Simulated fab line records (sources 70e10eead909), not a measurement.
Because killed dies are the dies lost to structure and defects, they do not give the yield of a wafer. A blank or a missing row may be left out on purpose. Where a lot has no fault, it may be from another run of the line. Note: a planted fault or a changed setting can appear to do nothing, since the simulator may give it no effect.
Which tool is to blame? ; flow nand harc ; 12 lots with 36 wafers sampled at 4 steps, on a route of 1302 steps

## WHAT EACH GAUGE READ, for each wafer
NHARC_P_GATE_CD_MEAS_59: the cd target is 720 nm.
lot;measured;on;cd nm (nm)
L075;day 6 02:02;cd sem-01;719.4 716.8 716.7
L077;day 6 20:12;cd sem-02;719.6 718.7 719.0
L079;day 7 23:40;cd sem-03;718.6 717.7 719.9
L081;day 8 20:36;cd sem-01;715.4 717.1 718.1
L083;day 9 03:37;cd sem-02;721.7 724.7 721.2
L085;day 10 03:07;cd sem-03;721.3 719.4 721.4
L087;day 11 15:23;cd sem-03;719.6 720.3 722.9
L089;day 11 16:32;cd sem-02;719.6 719.1 720.0
L091;day 12 15:02;cd sem-01;721.9 723.5 723.8
L093;day 13 12:25;cd sem-01;717.6 718.6 718.8
L095;day 14 07:01;cd sem-03;717.3 718.8 717.5
L097;day 15 05:28;cd sem-02;723.2 721.4 719.7

## WHICH TOOL RAN EACH LOT (tool, then ch and the chambers of the sampled wafers, then the start)
lot;NHARC_P_ZERO_WELL_RTA_42;NHARC_P_GATE_ETCH_32;NHARC_P_GATE_STRIP_111
L075;rtp anneal-02 ch 0, day 2 13:09;rie si-03 ch 0,1,3, day 5 12:59;plasma asher-01 ch 0,1, day 6 00:48
L077;rtp anneal-02 ch 0, day 3 08:51;rie si-03 ch 1,3, day 6 07:18;plasma asher-01 ch 0,1, day 6 19:08
L079;rtp anneal-01 ch 0, day 4 05:06;rie si-05 ch 0,2,3, day 7 10:25;plasma asher-02 ch 1, day 7 22:26
L081;rtp anneal-01 ch 0, day 5 04:50;rie si-06 ch 0,2, day 8 07:32;plasma asher-02 ch 0,1, day 8 19:29
L083;rtp anneal-01 ch 0, day 5 20:53;rie si-03 ch 0,1,2, day 8 14:40;plasma asher-01 ch 0,1, day 9 02:23
L085;rtp anneal-02 ch 0, day 6 17:22;rie si-06 ch 0,1, day 9 13:55;plasma asher-02 ch 0,1, day 10 01:53
L087;rtp anneal-01 ch 0, day 7 13:22;rie si-05 ch 2,3, day 11 02:42;plasma asher-01 ch 0,1, day 11 14:26
L089;rtp anneal-01 ch 0, day 8 09:04;rie si-03 ch 1,2,3, day 11 03:23;plasma asher-01 ch 0,1, day 11 15:19
L091;rtp anneal-02 ch 0, day 9 05:19;rie si-03 ch 1,2,3, day 12 01:56;plasma asher-01 ch 0,1, day 12 13:49
L093;rtp anneal-01 ch 0, day 10 00:50;rie si-05 ch 0,1,3, day 12 23:43;plasma asher-02 ch 0,1, day 13 11:19
L095;rtp anneal-02 ch 0, day 10 22:58;rie si-06 ch 2,3, day 13 17:58;plasma asher-02 ch 0,1, day 14 05:50
L097;rtp anneal-01 ch 0, day 11 17:05;rie si-06 ch 0,1,3, day 14 16:34;plasma asher-02 ch 0,1, day 15 04:24
- NHARC_P_ZERO_WELL_RTA_42: time 300 s.
- NHARC_P_GATE_ETCH_32: etches the open film in HBr/Cl2, target depth 150 nm, time 100.1 s.
- NHARC_P_GATE_STRIP_111: strips in N2/H2, time 250 s.

## THE ANSWER, worked out from the rows above alone
Rule: usual is defined by the lots themselves. Put in order of their means at a reading, lots are off if they are a third of the lots or fewer, leave a main group of 4 or more, and stand apart from it by a gap of 3 or more times the standard deviation of the main group's means; of several such gaps the widest counts. The tables above print the reading to a certain number of digits; a main group whose means all agree to those digits is not used. Also off: a lot with no number at a reading for which 4 or more lots have one. All remaining lots with rows at the step are treated as sound.
No lot is off at any reading shown: from this, nothing can be told.

## WHAT THE SIMULATOR HAD INSERTED
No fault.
